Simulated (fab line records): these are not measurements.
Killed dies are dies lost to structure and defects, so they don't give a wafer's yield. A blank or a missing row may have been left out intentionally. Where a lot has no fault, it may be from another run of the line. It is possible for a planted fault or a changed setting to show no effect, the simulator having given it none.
A single fault, viewed from 2 desks / flow n5-finfet / only its own numbers are on each desk; what lay behind them is given at the end

THE TOOL OWNER'S DESK: rie-diel-02
The tool's own readings at N5_BEOL_M0_SAQP_ETCH_73 (etches SiARC in CF4, target depth 19.5 nm, time 32.5 s): means of the sampled wafers that have a number, for each lot that ran on this tool. If a lot's mean is further than 4 standard deviations from the usual mean, the lot is out of limits and carries the mark OUT (the distance appears in the brackets). 7 of its 8 readings are shown: the first one out of limits and those lying furthest out on some lot.
Columns: A = cf4-flow-sccm at N5_BEOL_M0_SAQP_ETCH_73, usual 100.0 sccm; B = drypump-motor-current-A at N5_BEOL_M0_SAQP_ETCH_73, usual 5.9 A; C = etch-rf-on-time-s at N5_BEOL_M0_SAQP_ETCH_73, usual 32.8 s; D = oes-product-au at N5_BEOL_M0_SAQP_ETCH_73, usual 0.66 a.u.; E = rf-vpp-V at N5_BEOL_M0_SAQP_ETCH_73, usual 184.1 V; F = showerhead-plenum-p-Torr at N5_BEOL_M0_SAQP_ETCH_73, usual 2.15 Torr; G = throttle-valve-pct at N5_BEOL_M0_SAQP_ETCH_73, usual 15.63 %
lot=L388; first seen here=day 6 21:28; A=99.9; B=5.9; C=32.9; D=0.64; E=184.1; F=2.20; G=15.53
lot=L389; first seen here=day 7 06:12; A=100.3; B=6.0; C=33.5; D=0.63; E=183.3; F=2.09; G=15.49
lot=L396; first seen here=day 8 15:07; A=89.9 (-34) OUT; B=5.6; C=33.9; D=0.62; E=184.9; F=2.12; G=15.16
This desk finds L396 out of limits, L396 being first, at day 8 15:07 (cf4-flow-sccm at N5_BEOL_M0_SAQP_ETCH_73). In limits: L388, L389.

THE METROLOGY DESK
Means of the sampled wafers that have a number, per lot and without regard to the tool the lot ran on: this is what the gauges read. If a lot's mean is further than 4 standard deviations from the usual mean, the lot is out of limits and carries the mark OUT (the distance appears in the brackets). 7 of its 10 readings are shown, namely those furthest out on some lot.
Columns: A = DIBL_N at N5_BEOL_M4_RC_MEAS_101, usual 36.4 mV/V; B = IOFF_N at N5_BEOL_M4_RC_MEAS_101, usual 0.16 nA/um; C = IOFF_P at N5_BEOL_M4_RC_MEAS_101, usual 0.21 nA/um; D = ION_N at N5_BEOL_M4_RC_MEAS_101, usual 677 uA/um; E = ION_P at N5_BEOL_M4_RC_MEAS_101, usual 464 uA/um; F = SS_P at N5_BEOL_M4_RC_MEAS_101, usual 73.3 mV/dec; G = VT_P at N5_BEOL_M4_RC_MEAS_101, usual -251 mV
lot=L384; first seen here=day 7 20:13; A=36.8; B=0.18; C=0.28; D=681; E=469; F=74.0; G=-244
lot=L385; first seen here=day 7 22:32; A=40.0; B=0.23; C=0.31; D=702; E=482; F=74.5; G=-245
lot=L388; first seen here=day 9 14:45; A=34.4; B=0.13; C=0.17; D=672; E=462; F=72.0; G=-253
lot=L389; first seen here=day 10 00:55; A=34.4; B=0.13; C=0.16; D=672; E=459; F=72.5; G=-254
lot=L396; first seen here=day 11 09:40; A=33.7; B=0.15; C=0.19; D=688; E=470; F=73.2; G=-250
lot=L402; first seen here=day 12 22:44; A=35.6; B=0.14; C=0.17; D=665; E=447; F=73.0; G=-255
lot=L403; first seen here=day 13 05:12; A=37.2; B=0.17; C=0.23; D=680; E=465; F=74.3; G=-247
lot=L406; first seen here=day 14 07:22; A=39.2; B=0.19; C=0.21; D=675; E=457; F=73.4; G=-254
Result from this desk: across the 8 lots, nothing is out of limits.

ALL TOGETHER
The tool owner's desk had the chance to raise an alarm at day 8 15:07 on L396.
Nothing out of limits was seen by the metrology desk.
The metrology desk holds a record of L396, inside its limits.
N5_BEOL_M0_SAQP_ETCH_73 was run on rie-diel-02 by each of the lots named.

WHAT THE SIMULATOR PUT IN
rie-diel-02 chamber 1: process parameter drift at N5_BEOL_M0_SAQP_ETCH_73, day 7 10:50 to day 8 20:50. Setting cf4-flow-sccm shifted by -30 from 100. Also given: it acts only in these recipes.
Shown lots that were struck: L396.
Delay in hours, fault start to first out-of-limits reading, by desk: the tool owner's desk at 28.
